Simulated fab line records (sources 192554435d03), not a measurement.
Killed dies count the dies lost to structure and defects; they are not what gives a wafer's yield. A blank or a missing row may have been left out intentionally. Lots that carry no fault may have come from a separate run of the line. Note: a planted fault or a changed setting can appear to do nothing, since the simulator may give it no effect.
Chamber matching :: flow n5_finfet :: cmp-01 running N5_GATE_CUT_CMP_02: 4 sister chambers
The step polishes, stops on SiO2, t overpolish 12.7 s, target thk 0 nm. 4 wafers are shown with their chamber, then 8 later ones without.

== WAFERS WITH THEIR CHAMBER ==
wafer: L085.6
chamber: 0
motor_current_A (A): 9.2

wafer: L086.2
chamber: 1
motor_current_A (A): 9.4

wafer: L086.5
chamber: 3
motor_current_A (A): 9.1

wafer: L091.2
chamber: 2
motor_current_A (A): 11.0

== WAFERS WITH NO CHAMBER GIVEN ==
wafer: L091.4
motor_current_A (A): 8.4

wafer: L091.5
motor_current_A (A): 8.4

wafer: L095.1
motor_current_A (A): 10.9

wafer: L095.3
motor_current_A (A): 9.5

wafer: L095.5
motor_current_A (A): 9.3

wafer: L096.1
motor_current_A (A): 11.3

wafer: L096.2
motor_current_A (A): 9.4

wafer: L096.5
motor_current_A (A): 8.7

== EACH ONE'S CHAMBER ==
wafer: L091.4
from the rows above: can't be placed: 3 or 0 or 1
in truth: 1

wafer: L091.5
from the rows above: can't be placed: 3 or 0 or 1
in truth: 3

wafer: L095.1
from the rows above: 2
in truth: 2

wafer: L095.3
from the rows above: can't be placed: 1 or 0 or 3
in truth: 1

wafer: L095.5
from the rows above: can't be placed: 1 or 0 or 3
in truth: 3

wafer: L096.1
from the rows above: 2
in truth: 2

wafer: L096.2
from the rows above: can't be placed: 1 or 0 or 3
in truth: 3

wafer: L096.5
from the rows above: can't be placed: 3 or 0 or 1
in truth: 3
Correct placement for 2 of the 8. Not placeable from these rows: 6 (in 6, the candidates include the true chamber). Wrongly placed: 0.
How it was worked out, from the rows above alone: a wafer's distance from a chamber is the root of the sum, over the readings, of the square of ((its reading less the chamber's mean) divided by the reading's scatter). If the next closest chamber is less than 2 further off than the closest, the wafer can't be placed; otherwise it belongs to the closest. A chamber's mean is the mean of its shown wafers. The scatter: with one shown wafer a chamber, the root of the mean of the squares of how far each hidden wafer lies from its nearest shown one.
